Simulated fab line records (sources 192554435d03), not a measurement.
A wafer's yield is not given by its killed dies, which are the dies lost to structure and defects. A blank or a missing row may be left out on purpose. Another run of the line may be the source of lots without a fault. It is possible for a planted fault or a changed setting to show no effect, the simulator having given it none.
fab line records :: flow n5Finfet :: part 2 of 2: steps 5 to 6 of 6
record
  lots=19
  wafers=57
  lastDay=19
route steps=1938 shown BEOL_M3@953 BEOL_M4@1040
lots with no fault: from the same line, run without faults
startH: the number of hours between the record's first day and the start of the first shown wafer of the lot :: waitH: how many hours have passed since the lot's step before this one :: " identical to the entry in the row above :: L1.1+2: a single row standing in for several wafers :: - no value, or no start given :: * or withheld: withheld :: < > ~ a bound
route shown NAME@n: a module of which the file shows steps, and the number in the route of the first :: usual: mean and standard deviation over wafers with no fault :: same: alike in all rows :: chamber/n: place in a boat :: sites: each site's reading :: _std_site: the values' standard deviation :: _edge_site: inner sites' mean taken away from outer sites' mean :: radiusMm: for every site, how far away it sits from the centre of the wafer :: mask NAME#n: copy n :: behind: the tool/chamber that last shaped the wafer :: hold: why the lot was held/for how many hours/how that ended :: device: whichever transistor did not switch (one of n, p or np) :: end of line: the same wafers' tests at the end of the route :: for a step that has no rows: nothing shown but its recipe :: killed: dies that structure and defects cost at the first sort, which is not the same as the wafer's yield :: map: a wafer's dies, marking killed ones x, the rest . and places with no die _
set.NAME: the setting as run; set.NAME@STEP: as run at that earlier step :: model.NAME: the simulator's own value behind a step, which no gauge read
a sample of lots followed through the steps of the route, with each step as a table and each wafer as a row
services: the hour from which a tool's chamber was out of use, counted from the record's first day as startH (under 0 if before that day), plus the number of hours and why
## steps
# step N5_BEOL_M3_ANNEAL_93
# recipe
  tempC=400
  timeS=240
  ambient=vacuum
# usual
  heaterPowerW=841/77
  susceptorTempC=399.98/0.22
# same
  timeS=240
lot.wafer: L074.2
tool: pvdSputter-01
chamber: -
startH: 164.91
waitH: 0.0
heaterPowerW: 722
susceptorTempC: 400.09

lot.wafer: L074.4
tool: pvdSputter-01
chamber: -
startH: 164.91
waitH: 0.0
heaterPowerW: 830
susceptorTempC: 400.22

lot.wafer: L074.6
tool: pvdSputter-01
chamber: -
startH: 164.91
waitH: 0.0
heaterPowerW: 854
susceptorTempC: 400.33

lot.wafer: L075.2
tool: pvdSputter-03
chamber: -
startH: 169.93
waitH: 0.0
heaterPowerW: 823
susceptorTempC: 400.13

lot.wafer: L075.4
tool: pvdSputter-03
chamber: -
startH: 169.93
waitH: 0.0
heaterPowerW: 732
susceptorTempC: 400.31

lot.wafer: L075.5
tool: pvdSputter-03
chamber: -
startH: 169.93
waitH: 0.0
heaterPowerW: 795
susceptorTempC: 400.05

lot.wafer: L076.3
tool: pvdSputter-02
chamber: -
startH: 182.50
waitH: 0.0
heaterPowerW: 956
susceptorTempC: 399.96

lot.wafer: L076.4
tool: pvdSputter-02
chamber: -
startH: 182.50
waitH: 0.0
heaterPowerW: 864
susceptorTempC: 399.67

lot.wafer: L076.5
tool: pvdSputter-02
chamber: -
startH: 182.50
waitH: 0.0
heaterPowerW: 878
susceptorTempC: 399.50

lot.wafer: L077.1
tool: pvdSputter-01
chamber: -
startH: 186.55
waitH: 0.0
heaterPowerW: 893
susceptorTempC: 400.07

lot.wafer: L077.5
tool: pvdSputter-01
chamber: -
startH: 186.55
waitH: 0.0
heaterPowerW: 725
susceptorTempC: 400.42

lot.wafer: L077.6
tool: pvdSputter-01
chamber: -
startH: 186.55
waitH: 0.0
heaterPowerW: 854
susceptorTempC: 399.74

lot.wafer: L079.1
tool: pvdSputter-01
chamber: -
startH: 190.44
waitH: 0.0
heaterPowerW: 836
susceptorTempC: 400.04

lot.wafer: L079.2
tool: pvdSputter-01
chamber: -
startH: 190.44
waitH: 0.0
heaterPowerW: 716
susceptorTempC: 399.97

lot.wafer: L079.3
tool: pvdSputter-01
chamber: -
startH: 190.44
waitH: 0.0
heaterPowerW: 883
susceptorTempC: 399.95

lot.wafer: L078.1
tool: pvdSputter-03
chamber: -
startH: 190.56
waitH: 0.0
heaterPowerW: 798
susceptorTempC: 399.97

lot.wafer: L078.4
tool: pvdSputter-03
chamber: -
startH: 190.56
waitH: 0.0
heaterPowerW: 739
susceptorTempC: 399.92

lot.wafer: L078.5
tool: pvdSputter-03
chamber: -
startH: 190.56
waitH: 0.0
heaterPowerW: 816
susceptorTempC: 400.41

lot.wafer: L080.1
tool: pvdSputter-03
chamber: -
startH: 218.46
waitH: 0.0
heaterPowerW: 727
susceptorTempC: 400.00

lot.wafer: L080.2
tool: pvdSputter-03
chamber: -
startH: 218.46
waitH: 0.0
heaterPowerW: 808
susceptorTempC: 399.76

lot.wafer: L080.4
tool: pvdSputter-03
chamber: -
startH: 218.46
waitH: 0.0
heaterPowerW: 819
susceptorTempC: 399.77

lot.wafer: L081.2
tool: pvdSputter-03
chamber: -
startH: 222.04
waitH: 0.0
heaterPowerW: 995
susceptorTempC: 400.04

lot.wafer: L081.3
tool: pvdSputter-03
chamber: -
startH: 222.04
waitH: 0.0
heaterPowerW: 813
susceptorTempC: 400.04

lot.wafer: L081.4
tool: pvdSputter-03
chamber: -
startH: 222.04
waitH: 0.0
heaterPowerW: 812
susceptorTempC: 399.76

lot.wafer: L082.3
tool: pvdSputter-01
chamber: -
startH: 238.11
waitH: 0.0
heaterPowerW: 887
susceptorTempC: 400.19

lot.wafer: L082.5
tool: pvdSputter-01
chamber: -
startH: 238.11
waitH: 0.0
heaterPowerW: 708
susceptorTempC: 399.99

lot.wafer: L082.6
tool: pvdSputter-01
chamber: -
startH: 238.11
waitH: 0.0
heaterPowerW: 881
susceptorTempC: 400.07

lot.wafer: L084.3
tool: pvdSputter-02
chamber: -
startH: 272.36
waitH: 0.0
heaterPowerW: 831
susceptorTempC: 400.06

lot.wafer: L084.5
tool: pvdSputter-02
chamber: -
startH: 272.36
waitH: 0.0
heaterPowerW: 833
susceptorTempC: 399.86

lot.wafer: L084.6
tool: pvdSputter-02
chamber: -
startH: 272.36
waitH: 0.0
heaterPowerW: 952
susceptorTempC: 399.92

lot.wafer: L085.3
tool: pvdSputter-02
chamber: -
startH: 277.10
waitH: 0.0
heaterPowerW: 784
susceptorTempC: 400.27

lot.wafer: L085.4
tool: pvdSputter-02
chamber: -
startH: 277.10
waitH: 0.0
heaterPowerW: 945
susceptorTempC: 399.94

lot.wafer: L085.6
tool: pvdSputter-02
chamber: -
startH: 277.10
waitH: 0.0
heaterPowerW: 951
susceptorTempC: 399.60

lot.wafer: L086.2
tool: pvdSputter-03
chamber: -
startH: 278.68
waitH: 0.0
heaterPowerW: 787
susceptorTempC: 399.73

lot.wafer: L086.3
tool: pvdSputter-03
chamber: -
startH: 278.68
waitH: 0.0
heaterPowerW: 1000
susceptorTempC: 399.95

lot.wafer: L086.5
tool: pvdSputter-03
chamber: -
startH: 278.68
waitH: 0.0
heaterPowerW: 794
susceptorTempC: 399.98

lot.wafer: L089.2
tool: pvdSputter-02
chamber: -
startH: 281.64
waitH: 0.0
heaterPowerW: 904
susceptorTempC: 400.10

lot.wafer: L089.3
tool: pvdSputter-02
chamber: -
startH: 281.64
waitH: 0.0
heaterPowerW: 832
susceptorTempC: 400.14

lot.wafer: L089.5
tool: pvdSputter-02
chamber: -
startH: 281.64
waitH: 0.0
heaterPowerW: 798
susceptorTempC: 399.95

lot.wafer: L087.1
tool: pvdSputter-01
chamber: -
startH: 285.70
waitH: 0.0
heaterPowerW: 833
susceptorTempC: 399.78

lot.wafer: L087.2
tool: pvdSputter-01
chamber: -
startH: 285.70
waitH: 0.0
heaterPowerW: 725
susceptorTempC: 399.95

lot.wafer: L087.5
tool: pvdSputter-01
chamber: -
startH: 285.70
waitH: 0.0
heaterPowerW: 872
susceptorTempC: 399.96

lot.wafer: L090.4
tool: pvdSputter-03
chamber: -
startH: 290.60
waitH: 0.0
heaterPowerW: 819
susceptorTempC: 400.24

lot.wafer: L090.5
tool: pvdSputter-03
chamber: -
startH: 290.60
waitH: 0.0
heaterPowerW: 990
susceptorTempC: 399.68

lot.wafer: L090.6
tool: pvdSputter-03
chamber: -
startH: 290.60
waitH: 0.0
heaterPowerW: 750
susceptorTempC: 400.20

lot.wafer: L092.3
tool: pvdSputter-02
chamber: -
startH: 292.70
waitH: 0.0
heaterPowerW: 894
susceptorTempC: 400.26

lot.wafer: L092.4
tool: pvdSputter-02
chamber: -
startH: 292.70
waitH: 0.0
heaterPowerW: 803
susceptorTempC: 400.19

lot.wafer: L092.5
tool: pvdSputter-02
chamber: -
startH: 292.70
waitH: 0.0
heaterPowerW: 941
susceptorTempC: 399.98

lot.wafer: L091.2
tool: pvdSputter-02
chamber: -
startH: 294.62
waitH: 0.0
heaterPowerW: 840
susceptorTempC: 400.22

lot.wafer: L091.4
tool: pvdSputter-02
chamber: -
startH: 294.62
waitH: 0.0
heaterPowerW: 899
susceptorTempC: 400.06

lot.wafer: L091.6
tool: pvdSputter-02
chamber: -
startH: 294.62
waitH: 0.0
heaterPowerW: 795
susceptorTempC: 399.62

lot.wafer: L093.1
tool: pvdSputter-01
chamber: -
startH: 297.08
waitH: 0.0
heaterPowerW: 721
susceptorTempC: 400.07

lot.wafer: L093.2
tool: pvdSputter-01
chamber: -
startH: 297.08
waitH: 0.0
heaterPowerW: 830
susceptorTempC: 400.10

lot.wafer: L093.6
tool: pvdSputter-01
chamber: -
startH: 297.08
waitH: 0.0
heaterPowerW: 814
susceptorTempC: 400.13

lot.wafer: L095.2
tool: pvdSputter-02
chamber: -
startH: 299.70
waitH: 0.0
heaterPowerW: 966
susceptorTempC: 400.09

lot.wafer: L095.3
tool: pvdSputter-02
chamber: -
startH: 299.70
waitH: 0.0
heaterPowerW: 894
susceptorTempC: 399.99

lot.wafer: L095.6
tool: pvdSputter-02
chamber: -
startH: 299.70
waitH: 0.0
heaterPowerW: 870
susceptorTempC: 400.05
# step N5_BEOL_M4_ETCH_64
# recipe
  chemistry=N2/H2
  target=SOC
  targetDepthA=750
  overetchA=225
  maskMaterial=SiARC
  tempC=40
  timeS=121.9
  ionEnergyEv=200
  pressureMtorr=30
  sourceW=840
  biasW=150
  n2FlowSccm=200
  h2FlowSccm=200
# usual
  drypumpMotorCurrentA=5.6/0.37
  h2FlowSccm=200.1/0.62
  oesProductAu=0.60/0.062
  rfVppV=524.9/2.1
  showerheadPlenumPTorr=2.57/0.072
  throttleValvePct=17.6/0.33
# same
  timeS=121.9
lot.wafer: L074.2
tool: rieDiel-06
chamber: 1
startH: 168.05
waitH: 0.0
drypumpMotorCurrentA: 5.6
h2FlowSccm: 200.0
oesProductAu: 0.62
rfHoursCounterH: 75
rfVppV: 526.5
showerheadPlenumPTorr: 2.56
throttleValvePct: 17.8

lot.wafer: L074.4
tool: rieDiel-06
chamber: 2
startH: 168.05
waitH: 0.0
drypumpMotorCurrentA: 5.6
h2FlowSccm: 199.9
oesProductAu: 0.53
rfHoursCounterH: -
rfVppV: 525.0
showerheadPlenumPTorr: 2.62
throttleValvePct: 17.8

lot.wafer: L074.6
tool: rieDiel-06
chamber: 1
startH: 168.05
waitH: 0.0
drypumpMotorCurrentA: 5.6
h2FlowSccm: 199.8
oesProductAu: 0.62
rfHoursCounterH: -
rfVppV: 525.3
showerheadPlenumPTorr: 2.56
throttleValvePct: 17.8

lot.wafer: L075.2
tool: rieDiel-06
chamber: 2
startH: 172.94
waitH: 0.0
drypumpMotorCurrentA: 5.6
h2FlowSccm: 200.6
oesProductAu: 0.52
rfHoursCounterH: 247
rfVppV: 524.6
showerheadPlenumPTorr: 2.62
throttleValvePct: 17.8

lot.wafer: L075.4
tool: rieDiel-06
chamber: 2
startH: 172.94
waitH: 0.0
drypumpMotorCurrentA: 5.6
h2FlowSccm: 201.2
oesProductAu: 0.51
rfHoursCounterH: -
rfVppV: 525.6
showerheadPlenumPTorr: 2.62
throttleValvePct: 17.8

lot.wafer: L075.5
tool: rieDiel-06
chamber: 3
startH: 172.94
waitH: 0.0
drypumpMotorCurrentA: 5.0
h2FlowSccm: 201.4
oesProductAu: 0.53
rfHoursCounterH: -
rfVppV: 519.4
showerheadPlenumPTorr: 2.41
throttleValvePct: 17.7

lot.wafer: L076.3
tool: rieDiel-01
chamber: 0
startH: 184.88
waitH: 0.0
drypumpMotorCurrentA: 5.9
h2FlowSccm: 199.7
oesProductAu: 0.67
rfHoursCounterH: 22
rfVppV: 528.3
showerheadPlenumPTorr: 2.70
throttleValvePct: 17.3

lot.wafer: L076.4
tool: rieDiel-01
chamber: 2
startH: 184.88
waitH: 0.0
drypumpMotorCurrentA: 5.9
h2FlowSccm: 199.7
oesProductAu: 0.63
rfHoursCounterH: -
rfVppV: 528.1
showerheadPlenumPTorr: 2.69
throttleValvePct: 17.5

lot.wafer: L076.5
tool: rieDiel-01
chamber: 0
startH: 184.88
waitH: 0.0
drypumpMotorCurrentA: 5.9
h2FlowSccm: 200.3
oesProductAu: 0.68
rfHoursCounterH: -
rfVppV: 528.1
showerheadPlenumPTorr: 2.70
throttleValvePct: 17.3

lot.wafer: L077.1
tool: rieDiel-04
chamber: 1
startH: 191.99
waitH: 0.0
drypumpMotorCurrentA: 6.2
h2FlowSccm: 199.9
oesProductAu: 0.56
rfHoursCounterH: 203
rfVppV: 525.7
showerheadPlenumPTorr: 2.63
throttleValvePct: 18.1

lot.wafer: L077.5
tool: rieDiel-04
chamber: 2
startH: 191.99
waitH: 0.0
drypumpMotorCurrentA: 5.9
h2FlowSccm: 200.2
oesProductAu: 0.55
rfHoursCounterH: -
rfVppV: 524.1
showerheadPlenumPTorr: 2.51
throttleValvePct: 17.9

lot.wafer: L077.6
tool: rieDiel-04
chamber: 3
startH: 191.99
waitH: 0.0
drypumpMotorCurrentA: 5.5
h2FlowSccm: 199.7
oesProductAu: 0.67
rfHoursCounterH: -
rfVppV: 525.8
showerheadPlenumPTorr: 2.58
throttleValvePct: 17.2

lot.wafer: L079.1
tool: rieDiel-06
chamber: 1
startH: 192.88
waitH: 0.0
drypumpMotorCurrentA: 5.6
h2FlowSccm: 199.9
oesProductAu: 0.61
rfHoursCounterH: 87
rfVppV: 523.4
showerheadPlenumPTorr: 2.56
throttleValvePct: 17.8

lot.wafer: L079.2
tool: rieDiel-06
chamber: 2
startH: 192.88
waitH: 0.0
drypumpMotorCurrentA: 5.6
h2FlowSccm: 200.2
oesProductAu: 0.51
rfHoursCounterH: 256
rfVppV: 525.4
showerheadPlenumPTorr: 2.61
throttleValvePct: 17.8

lot.wafer: L079.3
tool: rieDiel-06
chamber: 0
startH: 192.88
waitH: 0.0
drypumpMotorCurrentA: 5.2
h2FlowSccm: 200.1
oesProductAu: 0.71
rfHoursCounterH: 8
rfVppV: 525.7
showerheadPlenumPTorr: 2.58
throttleValvePct: 17.0

lot.wafer: L078.1
tool: rieDiel-06
chamber: 1
startH: 193.12
waitH: 0.0
drypumpMotorCurrentA: 5.6
h2FlowSccm: 200.5
oesProductAu: 0.62
rfHoursCounterH: 87
rfVppV: 527.5
showerheadPlenumPTorr: 2.56
throttleValvePct: 17.8

lot.wafer: L078.4
tool: rieDiel-06
chamber: 1
startH: 193.12
waitH: 0.0
drypumpMotorCurrentA: 5.5
h2FlowSccm: 199.8
oesProductAu: 0.63
rfHoursCounterH: -
rfVppV: 524.7
showerheadPlenumPTorr: 2.56
throttleValvePct: 17.8

lot.wafer: L078.5
tool: rieDiel-06
chamber: 0
startH: 193.12
waitH: 0.0
drypumpMotorCurrentA: 5.2
h2FlowSccm: 200.4
oesProductAu: 0.72
rfHoursCounterH: -
rfVppV: 525.9
showerheadPlenumPTorr: 2.58
throttleValvePct: 17.0

lot.wafer: L080.1
tool: rieDiel-06
chamber: 1
startH: 223.20
waitH: 0.0
drypumpMotorCurrentA: 5.6
h2FlowSccm: 200.2
oesProductAu: 0.61
rfHoursCounterH: 100
rfVppV: 524.8
showerheadPlenumPTorr: 2.55
throttleValvePct: 17.8

lot.wafer: L080.2
tool: rieDiel-06
chamber: 3
startH: 223.20
waitH: 0.0
drypumpMotorCurrentA: 4.9
h2FlowSccm: 199.1
oesProductAu: 0.54
rfHoursCounterH: 220
rfVppV: 521.7
showerheadPlenumPTorr: 2.40
throttleValvePct: 17.7

lot.wafer: L080.4
tool: rieDiel-06
chamber: 2
startH: 223.20
waitH: 0.0
drypumpMotorCurrentA: 5.6
h2FlowSccm: 200.2
oesProductAu: 0.73
rfHoursCounterH: -
rfVppV: 525.2
showerheadPlenumPTorr: 2.61
throttleValvePct: 17.4

lot.wafer: L081.2
tool: rieDiel-04
chamber: 1
startH: 224.39
waitH: 0.0
drypumpMotorCurrentA: 6.2
h2FlowSccm: 200.0
oesProductAu: 0.55
rfHoursCounterH: 213
rfVppV: 527.0
showerheadPlenumPTorr: 2.62
throttleValvePct: 18.1

lot.wafer: L081.3
tool: rieDiel-04
chamber: 0
startH: 224.39
waitH: 0.0
drypumpMotorCurrentA: 6.1
h2FlowSccm: 200.4
oesProductAu: 0.68
rfHoursCounterH: 41
rfVppV: 525.4
showerheadPlenumPTorr: 2.59
throttleValvePct: 17.4

lot.wafer: L081.4
tool: rieDiel-04
chamber: 3
startH: 224.39
waitH: 0.0
drypumpMotorCurrentA: 5.5
h2FlowSccm: 200.5
oesProductAu: 0.66
rfHoursCounterH: 24
rfVppV: 525.2
showerheadPlenumPTorr: 2.58
throttleValvePct: 17.2

lot.wafer: L082.3
tool: rieDiel-06
chamber: 3
startH: 240.96
waitH: 0.0
drypumpMotorCurrentA: 4.9
h2FlowSccm: 200.1
oesProductAu: 0.53
rfHoursCounterH: 228
rfVppV: 520.1
showerheadPlenumPTorr: 2.40
throttleValvePct: 17.7

lot.wafer: L082.5
tool: rieDiel-06
chamber: 2
startH: 240.96
waitH: 0.0
drypumpMotorCurrentA: 5.6
h2FlowSccm: 200.5
oesProductAu: 0.71
rfHoursCounterH: -
rfVppV: 525.5
showerheadPlenumPTorr: 2.61
throttleValvePct: 17.4

lot.wafer: L082.6
tool: rieDiel-06
chamber: 1
startH: 240.96
waitH: 0.0
drypumpMotorCurrentA: 5.5
h2FlowSccm: 201.1
oesProductAu: 0.61
rfHoursCounterH: -
rfVppV: 525.5
showerheadPlenumPTorr: 2.55
throttleValvePct: 17.8

lot.wafer: L084.3
tool: rieDiel-06
chamber: 3
startH: 276.90
waitH: 0.0
drypumpMotorCurrentA: 4.9
h2FlowSccm: 199.3
oesProductAu: 0.53
rfHoursCounterH: 241
rfVppV: 520.8
showerheadPlenumPTorr: 2.39
throttleValvePct: 17.7

lot.wafer: L084.5
tool: rieDiel-06
chamber: 0
startH: 276.90
waitH: 0.0
drypumpMotorCurrentA: 5.2
h2FlowSccm: 200.5
oesProductAu: 0.67
rfHoursCounterH: -
rfVppV: 526.5
showerheadPlenumPTorr: 2.57
throttleValvePct: 17.0

lot.wafer: L084.6
tool: rieDiel-06
chamber: 3
startH: 276.90
waitH: 0.0
drypumpMotorCurrentA: 5.0
h2FlowSccm: 199.1
oesProductAu: 0.52
rfHoursCounterH: -
rfVppV: 519.1
showerheadPlenumPTorr: 2.40
throttleValvePct: 17.7

lot.wafer: L085.3
tool: rieDiel-04
chamber: 0
startH: 279.91
waitH: 0.0
drypumpMotorCurrentA: 6.1
h2FlowSccm: 199.8
oesProductAu: 0.66
rfHoursCounterH: 58
rfVppV: 525.3
showerheadPlenumPTorr: 2.58
throttleValvePct: 17.4

lot.wafer: L085.4
tool: rieDiel-04
chamber: 2
startH: 279.91
waitH: 0.0
drypumpMotorCurrentA: 6.0
h2FlowSccm: 201.0
oesProductAu: 0.54
rfHoursCounterH: 234
rfVppV: 522.1
showerheadPlenumPTorr: 2.49
throttleValvePct: 17.9

lot.wafer: L085.6
tool: rieDiel-04
chamber: 3
startH: 279.91
waitH: 0.0
drypumpMotorCurrentA: 5.5
h2FlowSccm: 200.6
oesProductAu: 0.64
rfHoursCounterH: -
rfVppV: 525.7
showerheadPlenumPTorr: 2.57
throttleValvePct: 17.3

lot.wafer: L086.2
tool: rieDiel-06
chamber: 3
startH: 283.02
waitH: 0.0
drypumpMotorCurrentA: 4.9
h2FlowSccm: 199.3
oesProductAu: 0.52
rfHoursCounterH: 243
rfVppV: 519.4
showerheadPlenumPTorr: 2.39
throttleValvePct: 17.7

lot.wafer: L086.3
tool: rieDiel-06
chamber: 1
startH: 283.02
waitH: 0.0
drypumpMotorCurrentA: 5.5
h2FlowSccm: 199.7
oesProductAu: 0.60
rfHoursCounterH: 118
rfVppV: 524.5
showerheadPlenumPTorr: 2.55
throttleValvePct: 17.9

lot.wafer: L086.5
tool: rieDiel-06
chamber: 2
startH: 283.02
waitH: 0.0
drypumpMotorCurrentA: 5.6
h2FlowSccm: 200.2
oesProductAu: 0.68
rfHoursCounterH: -
rfVppV: 527.0
showerheadPlenumPTorr: 2.60
throttleValvePct: 17.4

lot.wafer: L089.2
tool: rieDiel-04
chamber: 3
startH: 284.06
waitH: 0.0
drypumpMotorCurrentA: 5.5
h2FlowSccm: 200.4
oesProductAu: 0.64
rfHoursCounterH: 44
rfVppV: 525.0
showerheadPlenumPTorr: 2.57
throttleValvePct: 17.3

lot.wafer: L089.3
tool: rieDiel-04
chamber: 0
startH: 284.06
waitH: 0.0
drypumpMotorCurrentA: 6.1
h2FlowSccm: 199.7
oesProductAu: 0.65
rfHoursCounterH: 59
rfVppV: 526.9
showerheadPlenumPTorr: 2.58
throttleValvePct: 17.4

lot.wafer: L089.5
tool: rieDiel-04
chamber: 2
startH: 284.06
waitH: 0.0
drypumpMotorCurrentA: 5.9
h2FlowSccm: 199.7
oesProductAu: 0.54
rfHoursCounterH: -
rfVppV: 523.6
showerheadPlenumPTorr: 2.49
throttleValvePct: 17.9

lot.wafer: L087.1
tool: rieDiel-04
chamber: 2
startH: 289.04
waitH: 0.0
drypumpMotorCurrentA: 6.0
h2FlowSccm: 200.5
oesProductAu: 0.53
rfHoursCounterH: 236
rfVppV: 523.7
showerheadPlenumPTorr: 2.49
throttleValvePct: 18.0

lot.wafer: L087.2
tool: rieDiel-04
chamber: 0
startH: 289.04
waitH: 0.0
drypumpMotorCurrentA: 6.1
h2FlowSccm: 201.7
oesProductAu: 0.66
rfHoursCounterH: 61
rfVppV: 523.9
showerheadPlenumPTorr: 2.58
throttleValvePct: 17.4

lot.wafer: L087.5
tool: rieDiel-04
chamber: 2
startH: 289.04
waitH: 0.0
drypumpMotorCurrentA: 5.9
h2FlowSccm: 200.3
oesProductAu: 0.54
rfHoursCounterH: -
rfVppV: 521.8
showerheadPlenumPTorr: 2.49
throttleValvePct: 17.9

lot.wafer: L090.4
tool: rieDiel-01
chamber: 1
startH: 294.69
waitH: 0.0
drypumpMotorCurrentA: 5.3
h2FlowSccm: 199.7
oesProductAu: 0.54
rfHoursCounterH: 245
rfVppV: 526.3
showerheadPlenumPTorr: 2.60
throttleValvePct: 18.0

lot.wafer: L090.5
tool: rieDiel-01
chamber: 2
startH: 294.69
waitH: 0.0
drypumpMotorCurrentA: 5.9
h2FlowSccm: 199.2
oesProductAu: 0.59
rfHoursCounterH: -
rfVppV: 528.5
showerheadPlenumPTorr: 2.67
throttleValvePct: 17.6

lot.wafer: L090.6
tool: rieDiel-01
chamber: 1
startH: 294.69
waitH: 0.0
drypumpMotorCurrentA: 5.3
h2FlowSccm: 200.8
oesProductAu: 0.54
rfHoursCounterH: -
rfVppV: 524.6
showerheadPlenumPTorr: 2.60
throttleValvePct: 18.0

lot.wafer: L092.3
tool: rieDiel-04
chamber: 3
startH: 295.92
waitH: 0.0
drypumpMotorCurrentA: 5.5
h2FlowSccm: 199.3
oesProductAu: 0.64
rfHoursCounterH: 49
rfVppV: 526.1
showerheadPlenumPTorr: 2.57
throttleValvePct: 17.3

lot.wafer: L092.4
tool: rieDiel-04
chamber: 0
startH: 295.92
waitH: 0.0
drypumpMotorCurrentA: 6.1
h2FlowSccm: 200.0
oesProductAu: 0.65
rfHoursCounterH: 63
rfVppV: 525.0
showerheadPlenumPTorr: 2.58
throttleValvePct: 17.4

lot.wafer: L092.5
tool: rieDiel-04
chamber: 1
startH: 295.92
waitH: 0.0
drypumpMotorCurrentA: 6.3
h2FlowSccm: 199.2
oesProductAu: 0.54
rfHoursCounterH: -
rfVppV: 526.3
showerheadPlenumPTorr: 2.61
throttleValvePct: 18.2

lot.wafer: L091.2
tool: rieDiel-01
chamber: 1
startH: 299.96
waitH: 0.0
drypumpMotorCurrentA: 5.3
h2FlowSccm: 199.7
oesProductAu: 0.54
rfHoursCounterH: 247
rfVppV: 526.2
showerheadPlenumPTorr: 2.59
throttleValvePct: 18.0

lot.wafer: L091.4
tool: rieDiel-01
chamber: 3
startH: 299.96
waitH: 0.0
drypumpMotorCurrentA: 5.3
h2FlowSccm: 200.0
oesProductAu: 0.63
rfHoursCounterH: 70
rfVppV: 525.0
showerheadPlenumPTorr: 2.57
throttleValvePct: 17.5

lot.wafer: L091.6
tool: rieDiel-01
chamber: 0
startH: 299.96
waitH: 0.0
drypumpMotorCurrentA: 5.9
h2FlowSccm: 200.1
oesProductAu: 0.63
rfHoursCounterH: -
rfVppV: 528.6
showerheadPlenumPTorr: 2.68
throttleValvePct: 17.3

lot.wafer: L093.1
tool: rieDiel-01
chamber: 3
startH: 300.74
waitH: 0.0
drypumpMotorCurrentA: 5.2
h2FlowSccm: 199.3
oesProductAu: 0.63
rfHoursCounterH: 70
rfVppV: 525.5
showerheadPlenumPTorr: 2.57
throttleValvePct: 17.5

lot.wafer: L093.2
tool: rieDiel-01
chamber: 2
startH: 300.74
waitH: 0.0
drypumpMotorCurrentA: 5.9
h2FlowSccm: 199.0
oesProductAu: 0.60
rfHoursCounterH: 105
rfVppV: 527.2
showerheadPlenumPTorr: 2.67
throttleValvePct: 17.6

lot.wafer: L093.6
tool: rieDiel-01
chamber: 0
startH: 300.74
waitH: 0.0
drypumpMotorCurrentA: 5.9
h2FlowSccm: 199.8
oesProductAu: 0.62
rfHoursCounterH: -
rfVppV: 527.7
showerheadPlenumPTorr: 2.68
throttleValvePct: 17.3

lot.wafer: L095.2
tool: rieDiel-06
chamber: 2
startH: 304.14
waitH: 0.0
drypumpMotorCurrentA: 5.6
h2FlowSccm: 199.6
oesProductAu: 0.67
rfHoursCounterH: 33
rfVppV: 527.2
showerheadPlenumPTorr: 2.60
throttleValvePct: 17.5

lot.wafer: L095.3
tool: rieDiel-06
chamber: 1
startH: 304.14
waitH: 0.0
drypumpMotorCurrentA: 5.6
h2FlowSccm: 200.7
oesProductAu: 0.59
rfHoursCounterH: 123
rfVppV: 523.0
showerheadPlenumPTorr: 2.54
throttleValvePct: 17.9

lot.wafer: L095.6
tool: rieDiel-06
chamber: 2
startH: 304.14
waitH: 0.0
drypumpMotorCurrentA: 5.6
h2FlowSccm: 199.6
oesProductAu: 0.67
rfHoursCounterH: -
rfVppV: 525.0
showerheadPlenumPTorr: 2.60
throttleValvePct: 17.5
## services
tool: pvdSputter-01
chamber: -
startH: 133.60
hours: 1.9
kind: repair

tool: pvdSputter-01
chamber: -
startH: 143.27
hours: 4.6
kind: repair

tool: rieDiel-05
chamber: -
startH: 154.02
hours: 2.8
kind: pm

tool: rieDiel-02
chamber: 1
startH: 154.53
hours: 9.8
kind: repair

tool: rieDiel-03
chamber: 1
startH: 154.81
hours: -
kind: clean

tool: rieDiel-03
chamber: 1
startH: 154.81
hours: -
kind: consumableReplace:focusRing

tool: rieDiel-03
chamber: 1
startH: 154.81
hours: 34.2
kind: scheduledDown

tool: rieDiel-03
chamber: 1
startH: 154.81
hours: 34.2
kind: ventCycle

tool: rieDiel-01
chamber: 3
startH: 156.77
hours: 43.4
kind: repair

tool: rieDiel-04
chamber: 1
startH: 171.89
hours: 1.4
kind: repair

tool: rieDiel-05
chamber: 3
startH: 171.94
hours: 12.6
kind: repair

tool: rieDiel-06
chamber: 3
startH: 181.80
hours: 17.0
kind: repair

tool: rieDiel-03
chamber: 0
startH: 202.03
hours: 2.2
kind: repair

tool: rieDiel-01
chamber: -
startH: 202.64
hours: 0.5
kind: repair

tool: rieDiel-03
chamber: 2
startH: 225.93
hours: -
kind: clean

tool: rieDiel-03
chamber: 2
startH: 225.93
hours: -
kind: consumableReplace:focusRing

tool: rieDiel-03
chamber: 2
startH: 225.93
hours: 25.0
kind: scheduledDown

tool: rieDiel-03
chamber: 2
startH: 225.93
hours: 25.0
kind: ventCycle

tool: rieDiel-02
chamber: 1
startH: 229.90
hours: 7.5
kind: repair

tool: rieDiel-02
chamber: 0
startH: 237.40
hours: -
kind: clean

tool: rieDiel-02
chamber: 0
startH: 237.40
hours: -
kind: consumableReplace:focusRing

tool: rieDiel-01
chamber: -
startH: 252.18
hours: 2.8
kind: pm

tool: rieDiel-05
chamber: 1
startH: 270.40
hours: 3.0
kind: repair

tool: rieDiel-02
chamber: 0
startH: 274.42
hours: 7.1
kind: repair
